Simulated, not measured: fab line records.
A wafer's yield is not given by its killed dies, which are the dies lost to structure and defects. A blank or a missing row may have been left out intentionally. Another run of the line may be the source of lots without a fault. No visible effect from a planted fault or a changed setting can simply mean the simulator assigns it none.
A lot that was struck, set against a sound lot -- flow nand harc -- 15 steps out of a route of 1302
Sound: the wafers L949.4, L949.5, L949.6. Struck: wafer L961.3. (L961.2, L961.5 of the same lot were not struck and are left out.) The cause comes at the end.
Order at every step that has rows: each side's tool, ch and its chambers, its first start. Under that, the readings that differ: sound wafers -- struck wafers -- difference of the means -- sigmas: that difference in standard deviations of wafers without a fault.
alike: same words and numbers on both sides, and readings whose means sit less than 2 such deviations apart. not compared: any withheld reading, any reading some wafer has no value for, any bound like >300 that may hide the same value, and any number with overlapping values for which the record gives no deviation.
Wherever a step has rows on one side only, a row that says differs or no value, or a row with sigmas, the two part there. Non-overlapping numbers with no deviation appear without sigmas and do not part them. Lack of a reading on every wafer of one side parts them only where that side has two or more wafers.

first, 8 steps without rows for these wafers: NHARC_A_BONDPAD_HMDS_02 (time 30 s); NHARC_A_BONDPAD_COAT_33 (time 65 s); NHARC_A_BONDPAD_COAT_03 (resist thk 600 nm); NHARC_A_BONDPAD_SOFTBAKE_04 (time 70 s); NHARC_A_BONDPAD_EBR_05; NHARC_A_BONDPAD_EXPOSE_06 (exposes mask A BPAD); NHARC_A_BONDPAD_PEB_07 (peb time 80 s); NHARC_A_BONDPAD_DEVELOP_08 (time 50 s).
NHARC_A_BONDPAD_CD_MEAS_09: the cd target is 500 nm.
  sound on cd sem-03 ch 0, day 23 18:38; struck on cd sem-03 ch 0, day 28 22:25
  alike: cd nm
NHARC_A_BONDPAD_OVL_MEAS_35:
  sound on overlay-01 at day 23 18:43; struck on overlay-01 at day 28 22:30
reading,sound,struck,difference,sigmas
overlay x nm (nm),7 7 6,-7,-14,-2
  alike: overlay y nm
then, 1 step without rows for these wafers: NHARC_A_BONDPAD_HARDBAKE_10 (time 65 s).
NHARC_A_BONDPAD_DESCUM_11: chemistry O2, time 3 s.
  sound on rie diel-01 ch 0,2,3, day 23 18:52; struck on rie diel-06 ch 0, day 28 22:38
  alike: drypump motor current A, oes product au, rf vpp V, showerhead plenum p Torr, throttle valve pct
  not compared: rf hours counter h
NHARC_A_BONDPAD_ETCH_34: etches the open film in N2/H2, target depth 60 nm, overetch 18 nm, time 65.91 s.
  sound on rie diel-01 ch 1,2,3, day 23 18:57; struck on rie diel-06 ch 0, day 28 22:43
reading,sound,struck,difference,sigmas
run length s (s),88.0 87.0 86.9,71.9,-15.4,-47
  alike: drypump motor current A, oes product au, rf vpp V, showerhead plenum p Torr, throttle valve pct
  not compared: bias w, rf hours counter h
NHARC_A_BONDPAD_ETCH_12: etches the open film in CHF3/O2, target depth 220 nm, time 110 s.
  sound: rie diel-01 ch 0,1,3; struck: rie diel-06 ch 0
reading,sound,struck,difference,sigmas
oes product au (a.u.),0.924 0.918 0.925,0.992,+0.070,+3
  alike: bias w, drypump motor current A, rf vpp V, run length s, showerhead plenum p Torr, throttle valve pct
  not compared: rf hours counter h
NHARC_END_SORT_01:
  sound on prober-02 ch 0, day 25 01:49; struck on prober-02 ch 0, day 30 08:34
reading,sound,struck,difference,sigmas
killed open,3 2 6,8,+4,+2
  alike: defect limited yield, killed at array, killed at other, killed at periphery, killed dies, killed short, sort_bin_2_pct, sort_bin_3_pct, sort_bin_4_pct, sort n pass, sort rim yield pct, sort yield pct

## WHERE THEY PART
Earliest at NHARC_A_BONDPAD_OVL_MEAS_35; latest, in this record, at NHARC_END_SORT_01.

WHY: the cause the simulator had injected
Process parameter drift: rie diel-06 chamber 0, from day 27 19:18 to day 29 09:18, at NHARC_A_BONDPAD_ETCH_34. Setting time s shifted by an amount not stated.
